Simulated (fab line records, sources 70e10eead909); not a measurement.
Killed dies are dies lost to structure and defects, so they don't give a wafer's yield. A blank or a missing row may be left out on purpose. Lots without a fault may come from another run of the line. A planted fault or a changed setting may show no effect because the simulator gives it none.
Chamber matching | flow nand_harc | NHARC_P_ZERO_WELL_DESCUM_39 on rie_diel-10: 4 sister chambers
The step chemistry O2, time 3 s. 14 wafers are shown with their chamber, then 7 later ones without.

WAFERS WITH THEIR CHAMBER
wafer  | chamber | throttle_valve_pct (%) | rf_vpp_V (V) | oes_product_au (a.u.)
L188.1 | 2       | 11.318                 | 57.8         | 1.020
L188.3 | 1       | 11.315                 | 57.9         | 1.012
L188.6 | 2       | 11.297                 | 57.6         | 0.995
L193.1 | 1       | 11.322                 | 57.2         | 1.007
L193.5 | 3       | 11.314                 | 57.6         | 0.993
L193.6 | 0       | 11.321                 | 55.2         | 0.995
L195.3 | 0       | 11.314                 | 58.4         | 1.004
L195.4 | 2       | 11.305                 | 58.7         | 0.995
L195.6 | 0       | 11.305                 | 57.2         | 0.994
L198.1 | 0       | 11.309                 | 56.6         | 1.005
L198.3 | 3       | 11.311                 | 56.3         | 1.003
L198.5 | 1       | 11.319                 | 58.0         | 1.014
L203.1 | 0       | 11.314                 | 58.6         | 0.986
L203.2 | 1       | 11.308                 | 56.9         | 0.995

SIGNATURES (means of the wafers above)
reading            | chamber 0 | chamber 1 | chamber 2 | chamber 3 | scatter within a chamber
throttle_valve_pct | 11.31260  | 11.31600  | 11.30667  | 11.31250  | 0.00696
rf_vpp_V           | 57.200    | 57.500    | 58.033    | 56.950    | 1.01
oes_product_au     | 0.99680   | 1.00700   | 1.00333   | 0.99800   | 0.00965
Rule: a wafer's distance from a chamber is the root of the sum, over the readings, of the square of ((its reading less the chamber's mean) divided by the reading's scatter). The wafer belongs to the nearest chamber; if the next one is less than 2 further off, it can't be placed. The scatter: the root of (the sum of the squares of (reading less its chamber's mean) over the shown wafers, divided by (wafers less chambers)).

WAFERS WITHOUT THEIR CHAMBER
wafer  | throttle_valve_pct (%) | rf_vpp_V (V) | oes_product_au (a.u.)
L203.3 | 11.301                 | 56.8         | 1.000
L205.1 | 11.299                 | 56.9         | 0.991
L205.2 | 11.315                 | 57.3         | 0.998
L205.6 | 11.316                 | 57.0         | 0.999
L208.2 | 11.305                 | 57.5         | 0.996
L208.3 | 11.295                 | 58.1         | 1.001
L208.4 | 11.314                 | 58.9         | 0.999

WHICH CHAMBER EACH WENT THROUGH
wafer  | from the rows above               | in truth
L203.3 | can't be placed: 2 or 3 or 0 or 1 | 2
L205.1 | can't be placed: 2 or 0 or 3 or 1 | 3
L205.2 | can't be placed: 0 or 3 or 1 or 2 | 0
L205.6 | can't be placed: 3 or 0 or 1 or 2 | 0
L208.2 | can't be placed: 2 or 0 or 3 or 1 | 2
L208.3 | can't be placed: 2 or 0 or 3 or 1 | 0
L208.4 | can't be placed: 2 or 1 or 0 or 3 | 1
Placed correctly: 0 of 7. Can't be placed from these rows: 7 (the true chamber is among the candidates in 7). Placed wrongly: 0.
